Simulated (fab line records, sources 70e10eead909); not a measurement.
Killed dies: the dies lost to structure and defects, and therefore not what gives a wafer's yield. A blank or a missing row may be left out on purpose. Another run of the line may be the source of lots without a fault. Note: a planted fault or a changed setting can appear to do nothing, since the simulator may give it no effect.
Which tool did it? | flow nandHarc | 18 wafers from 6 lots sampled at 3 of the route's 1302 steps

== WHAT THE GAUGES READ, wafer by wafer ==
NHARC_A_CONTACT_INSPECT_10.
lot  | measured     | on               | rawDefectCount
L752 | day 24 11:16 | defectInspect-02 | 59 55 70
L755 | day 24 22:06 | defectInspect-02 | 447 434 411
L756 | day 26 03:37 | defectInspect-02 | 79 98 75
L766 | day 30 03:08 | defectInspect-02 | 148 141 150
L767 | day 30 07:58 | defectInspect-01 | 69 78 73
L771 | day 32 00:37 | defectInspect-01 | 131 157 140

== TOOL THAT RAN EACH LOT (tool first, then ch and the chambers of the sampled wafers, then the start) ==
lot  | NHARC_A_CONTACT_ETCH_131           | NHARC_A_CONTACT_DEP_84
L752 | harCapEtch-02 ch 0,1, day 24 00:37 | aclDep-03 ch 0, day 24 09:08
L755 | harCapEtch-01 ch 0,1, day 24 17:13 | aclDep-03 ch 0, day 24 19:48
L756 | harCapEtch-02 ch 0,1, day 25 21:29 | aclDep-02 ch 0, day 26 01:08
L766 | harCapEtch-01 ch 0,1, day 29 22:23 | aclDep-01 ch 0, day 30 00:41
L767 | harCapEtch-02 ch 0,1, day 30 03:01 | aclDep-02 ch 0, day 30 05:21
L771 | harCapEtch-02 ch 0,1, day 31 12:29 | aclDep-03 ch 0, day 31 22:25
- NHARC_A_CONTACT_ETCH_131: etches the open film in C4F8/O2/Ar, time 197 s, target depth 1918 nm.
- NHARC_A_CONTACT_DEP_84: deposits aC, target thk 2800 nm.

== THE ANSWER, worked out from the rows above alone ==
Rule: what is usual is taken from the lots themselves. Put in order of their means at a reading, lots are off if they are a third of the lots or fewer, leave a main group of 4 or more, and stand apart from it by a gap of 3 or more times the standard deviation of the main group's means; of several such gaps the widest counts. A main group whose means are all the same, to the digits that the tables above print for the reading, isn't used. A lot without any number at a reading at which 4 lots or more have one is off too. All remaining lots with rows at the step are treated as sound.
Off, at NHARC_A_CONTACT_INSPECT_10 on rawDefectCount: L755. Mean 102 and standard deviation 36 in the main group.
If a tool, at a process step before that reading, ran all the lots that are off and no sound lot after the first of them, it fits. Gauges at NHARC_A_CONTACT_INSPECT_10: tried the same way as those tools. Not one of the candidates tried fits.

== WHAT HAD BEEN PUT IN BY THE SIMULATOR ==
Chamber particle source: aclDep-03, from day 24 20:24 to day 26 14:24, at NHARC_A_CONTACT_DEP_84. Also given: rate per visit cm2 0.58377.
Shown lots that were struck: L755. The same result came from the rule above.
